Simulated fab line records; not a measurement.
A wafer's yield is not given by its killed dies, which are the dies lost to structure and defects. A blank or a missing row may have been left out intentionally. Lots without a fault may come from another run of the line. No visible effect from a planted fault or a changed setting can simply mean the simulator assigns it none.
3 desks looking at one fault | flow n5Finfet | what lay behind the numbers comes last; until then each desk has only its own

METROLOGY DESK
What the gauges read for every lot (on any tool): the sampled wafers with a number, averaged. Marked OUT: a lot whose mean sits more than 4 standard deviations from the usual mean, which makes it out of limits; the brackets give that distance.
Columns: A = cdNm at N5_BEOL_M6_CD_MEAS_11, usual 38.5 nm; B = cdNm at N5_BEOL_M6_CD_MEAS_18, usual 40.1 nm
lot  | first seen here | A    | B
L425 | day 8 04:08     | 38.4 | 40.1
L426 | day 8 23:19     | 38.6 | 40.1
L427 | day 9 03:02     | 38.6 | 40.2
L429 | day 9 09:29     | 39.0 | 40.6
L430 | day 9 16:55     | 38.6 | 40.2
L436 | day 11 02:13    | 38.2 | 39.7
L439 | day 12 07:28    | 37.9 | 39.6
L443 | day 13 02:01    | 38.3 | 40.3
L445 | day 13 05:50    | 38.1 | 39.5
L447 | day 13 21:41    | 38.7 | 40.3
L448 | day 14 12:18    | 38.4 | 40.1
This desk's finding: nothing out of limits on any of the 11 lots.

THE DEFECT DESK
Counts from the inspections along the route, per lot, as means over the sampled wafers that have a number. Marked OUT: a lot whose mean sits more than 4 standard deviations from the usual mean, which makes it out of limits; the brackets give that distance.
Columns: A = rawDefectCount at N5_BEOL_M6_INSPECT_13, usual 384; B = rawDefectCount at N5_BEOL_M6_INSPECT_30, usual 384
lot  | first seen here | A              | B
L425 | day 8 04:11     | 420            | 420
L426 | day 8 23:22     | 341            | 344
L427 | day 9 03:05     | 328            | 323
L429 | day 9 09:32     | 356            | 344
L430 | day 9 16:59     | 355            | 343
L436 | day 11 02:16    | 328            | 339
L439 | day 12 07:31    | 926 (+6.4) OUT | 932 (+6.6) OUT
L443 | day 13 02:04    | 790 (+4.8) OUT | 788 (+4.9) OUT
L445 | day 13 05:53    | 402            | 393
L447 | day 13 21:44    | 575            | 565
L448 | day 14 12:21    | 440            | 452
Finding of this desk: L439, L443 out of limits; the first was L439 at day 12 07:31, on rawDefectCount at N5_BEOL_M6_INSPECT_13. L425, L426, L427, L429, L430, L436, L445, L447, L448 stayed within limits.

AT THE TOOL OWNER'S DESK: pecvd-04
The tool's own readings at N5_BEOL_M6_ILD_DEP_00 (deposits SiCOH lowk from DEMS/porogen, target thk 179.75 nm, time 33.4 s): means of the sampled wafers that have a number, for each lot that ran on this tool. Marked OUT: a lot whose mean sits more than 4 standard deviations from the usual mean, which makes it out of limits; the brackets give that distance.
Columns: A = heaterPowerOuterW at N5_BEOL_M6_ILD_DEP_00, usual 158 W; B = heaterPowerW at N5_BEOL_M6_ILD_DEP_00, usual 331 W; C = showerheadPlenumPTorr at N5_BEOL_M6_ILD_DEP_00, usual 5.744 Torr; D = throttleValvePct at N5_BEOL_M6_ILD_DEP_00, usual 14.1 %
lot  | first seen here | A   | B   | C     | D
L427 | day 9 00:19     | 192 | 373 | 5.742 | 15.4
L429 | day 9 08:12     | 174 | 348 | 5.740 | 15.5
L439 | day 12 04:14    | 204 | 402 | 5.738 | 13.8
L443 | day 12 23:44    | 192 | 389 | 5.736 | 13.7
This desk's finding: nothing out of limits on any of the 4 lots.

TAKEN TOGETHER
The defect desk could have raised an alarm at day 12 07:31, on L439, L443.
The metrology desk saw nothing out of limits.
Nothing out of limits was seen by the tool owner's desk.
The metrology desk has L439, L443 on record, within its limits.
Tool owner's desk: L439, L443 on record, inside its limits.
Every lot named ran N5_BEOL_M6_ILD_DEP_00 on pecvd-04.

WHAT THE SIMULATOR HAD INSERTED
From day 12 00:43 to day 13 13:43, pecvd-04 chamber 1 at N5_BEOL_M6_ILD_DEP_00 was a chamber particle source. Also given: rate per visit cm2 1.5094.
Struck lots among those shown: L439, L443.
Hours from the fault's start to each desk's first reading out of limits: the defect desk, 7.
